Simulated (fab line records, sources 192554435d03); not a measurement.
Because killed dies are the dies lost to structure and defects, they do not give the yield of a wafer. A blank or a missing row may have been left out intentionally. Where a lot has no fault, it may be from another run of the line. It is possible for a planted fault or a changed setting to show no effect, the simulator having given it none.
Chamber matching    flow n5Finfet    rieDiel-05 running N5_BEOL_M5_DESCUM_33: 4 sister chambers
The step chemistry O2, time 7 s. 4 wafers are shown with their chamber, then 7 later ones without.

## WAFERS WITH THEIR CHAMBER
wafer   chamber  throttleValvePct (%)
L082.2  2        19.86
L082.3  3        20.94
L085.2  1        20.77
L085.3  0        20.86

## WAFERS WHOSE CHAMBER IS MISSING
wafer   throttleValvePct (%)
L085.4  20.94
L086.2  20.88
L086.3  20.78
L086.5  20.87
L094.1  19.89
L094.2  20.79
L094.6  20.81

## THE CHAMBER EACH PASSED THROUGH
wafer   from the rows above      in truth
L085.4  3                        3
L086.2  can't be placed: 0 or 3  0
L086.3  1                        1
L086.5  0                        0
L094.1  2                        2
L094.2  1                        1
L094.6  can't be placed: 1 or 0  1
5 of 7 placed correctly. Cannot be placed on the basis of these rows: 2; the candidates contain the true chamber in 2. 0 placed wrongly.
How it was worked out, from the rows above alone: a wafer's distance from a chamber is the root of the sum, over the readings, of the square of ((its reading less the chamber's mean) divided by the reading's scatter). The wafer belongs to the nearest chamber; if the next one is less than 2 further off, it can't be placed. A chamber's mean is the mean of its shown wafers. The scatter (one wafer shown for each chamber): square how far every hidden wafer sits from the nearest shown wafer, average those squares and take the square root.
